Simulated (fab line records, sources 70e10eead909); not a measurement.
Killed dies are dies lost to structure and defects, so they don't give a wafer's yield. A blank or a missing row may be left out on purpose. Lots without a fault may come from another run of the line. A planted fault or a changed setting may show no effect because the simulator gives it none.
Which tool did it? | flow nand_harc | 11 lots, 33 wafers sampled, at 3 steps of a route of 1159

WHAT THE GAUGES READ, wafer by wafer
NHARC_A_BONDPAD_CD_MEAS_09: target cd 500 nm.
lot  | measured     | on        | cd_nm (nm)
L626 | day 18 01:24 | cd_sem-01 | 499.7 500.5 502.6
L629 | day 18 04:51 | cd_sem-03 | 493.3 495.3 500.4
L631 | day 18 08:29 | cd_sem-01 | 495.0 499.5 499.9
L633 | day 19 15:19 | cd_sem-02 | 498.7 497.6 497.7
L632 | day 20 08:24 | cd_sem-03 | 500.1 494.9 492.8
L639 | day 22 05:01 | cd_sem-03 | 496.9 495.7 497.7
L640 | day 22 10:47 | cd_sem-01 | 492.6 490.7 490.6
L643 | day 22 22:04 | cd_sem-01 | 496.6 501.5 497.2
L645 | day 23 09:59 | cd_sem-02 | 501.3 495.7 496.9
L648 | day 23 16:50 | cd_sem-03 | 499.0 497.9 503.1
L649 | day 24 09:13 | cd_sem-01 | 501.2 502.9 496.7

WHICH TOOL RAN EACH LOT (tool, then ch and the chambers of the sampled wafers, then the start)
lot  | NHARC_A_M1_PRE_CLEAN_32         | NHARC_A_BONDPAD_EXPOSE_06
L626 | pecvd-04 ch 0,1,2, day 17 23:32 | krf_scanner-03 ch 0, day 18 01:15
L629 | pecvd-02 ch 0,1, day 18 03:00   | krf_scanner-01 ch 0, day 18 04:42
L631 | pecvd-02 ch 0,1,2, day 18 06:29 | krf_scanner-01 ch 0, day 18 08:20
L633 | pecvd-01 ch 0,1,2, day 19 13:29 | krf_scanner-01 ch 0, day 19 15:10
L632 | pecvd-02 ch 0,1,2, day 20 06:32 | krf_scanner-02 ch 0, day 20 08:15
L639 | pecvd-02 ch 0,1,2, day 22 03:11 | krf_scanner-02 ch 0, day 22 04:52
L640 | pecvd-01 ch 0,2, day 22 08:57   | krf_scanner-01 ch 0, day 22 10:38
L643 | pecvd-01 ch 0,1,2, day 22 20:14 | krf_scanner-03 ch 0, day 22 21:56
L645 | pecvd-02 ch 0,1,2, day 23 08:16 | krf_scanner-03 ch 0, day 23 09:50
L648 | pecvd-02 ch 0,1,2, day 23 15:08 | krf_scanner-03 ch 0, day 23 16:41
L649 | pecvd-02 ch 0,1,2, day 24 07:28 | krf_scanner-02 ch 0, day 24 09:03
- NHARC_A_M1_PRE_CLEAN_32: time 12 s.
- NHARC_A_BONDPAD_EXPOSE_06: exposes mask A BPAD.

WHAT THE TOOLS THEMSELVES READ (means of the sampled wafers that have a number; where no wafer has one, the mark that the record gives instead)
NHARC_A_M1_PRE_CLEAN_32.
lot  | tool     | heater_power_w (W)
L626 | pecvd-04 | 626
L629 | pecvd-02 | 672
L631 | pecvd-02 | 638
L633 | pecvd-01 | 601
L632 | pecvd-02 | 612
L639 | pecvd-02 | 623
L640 | pecvd-01 | 579
L643 | pecvd-01 | 616
L645 | pecvd-02 | 655
L648 | pecvd-02 | 637
L649 | pecvd-02 | 637

NHARC_A_BONDPAD_EXPOSE_06.
lot  | tool           | exposure_dose_mJ_cm2
L626 | krf_scanner-03 | 37.6
L629 | krf_scanner-01 | 37.0
L631 | krf_scanner-01 | 37.0
L633 | krf_scanner-01 | 36.9
L632 | krf_scanner-02 | 36.9
L639 | krf_scanner-02 | 36.9
L640 | krf_scanner-01 | 24.9
L643 | krf_scanner-03 | 37.6
L645 | krf_scanner-03 | 37.6
L648 | krf_scanner-03 | 37.6
L649 | krf_scanner-02 | 36.9

THE ANSWER, worked out from the rows above alone
Rule: what is usual is taken from the lots themselves. Put in order of their means at a reading, lots are off if they are a third of the lots or fewer, leave a main group of 4 or more, and stand apart from it by a gap of 3 or more times the standard deviation of the main group's means; of several such gaps the widest counts. A main group whose means are all the same, to the digits that the tables above print for the reading, isn't used. A lot without any number at a reading at which 4 lots or more have one is off too. The other lots that the step has rows for count as sound. The gauges are gone through in route order, then the tools' own readings, and for those a lot's mean is taken as printed above. The first step at which some lot is off is used, and at that step the reading that is off furthest; a lot without a number counts as furthest.
Off: L640, at NHARC_A_BONDPAD_EXPOSE_06 (exposure_dose_mJ_cm2). The main group: mean 37.2, standard deviation 0.33.
A tool fits if, at that step or a process step before it, it ran every lot that is off, and no sound lot after the first of them. One fits: krf_scanner-01 at NHARC_A_BONDPAD_EXPOSE_06. Its last sound lot is L633 (day 19 15:10), its first lot that is off L640 (day 22 10:38): a fault that began between those two fits.
The tool's own readings at NHARC_A_BONDPAD_EXPOSE_06 bear it out: on the lots that are off they differ by more than 5 times the standard deviation of the sound lots' means. exposure_dose_mJ_cm2 reads 24.9 there against 37.2 on the sound lots.

WHAT THE SIMULATOR HAD PUT IN
Process parameter drift: krf_scanner-01, from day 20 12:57 on, at NHARC_A_BONDPAD_EXPOSE_06. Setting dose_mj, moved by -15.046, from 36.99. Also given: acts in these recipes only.
Lots struck among those shown: L640. The rule above found the same.
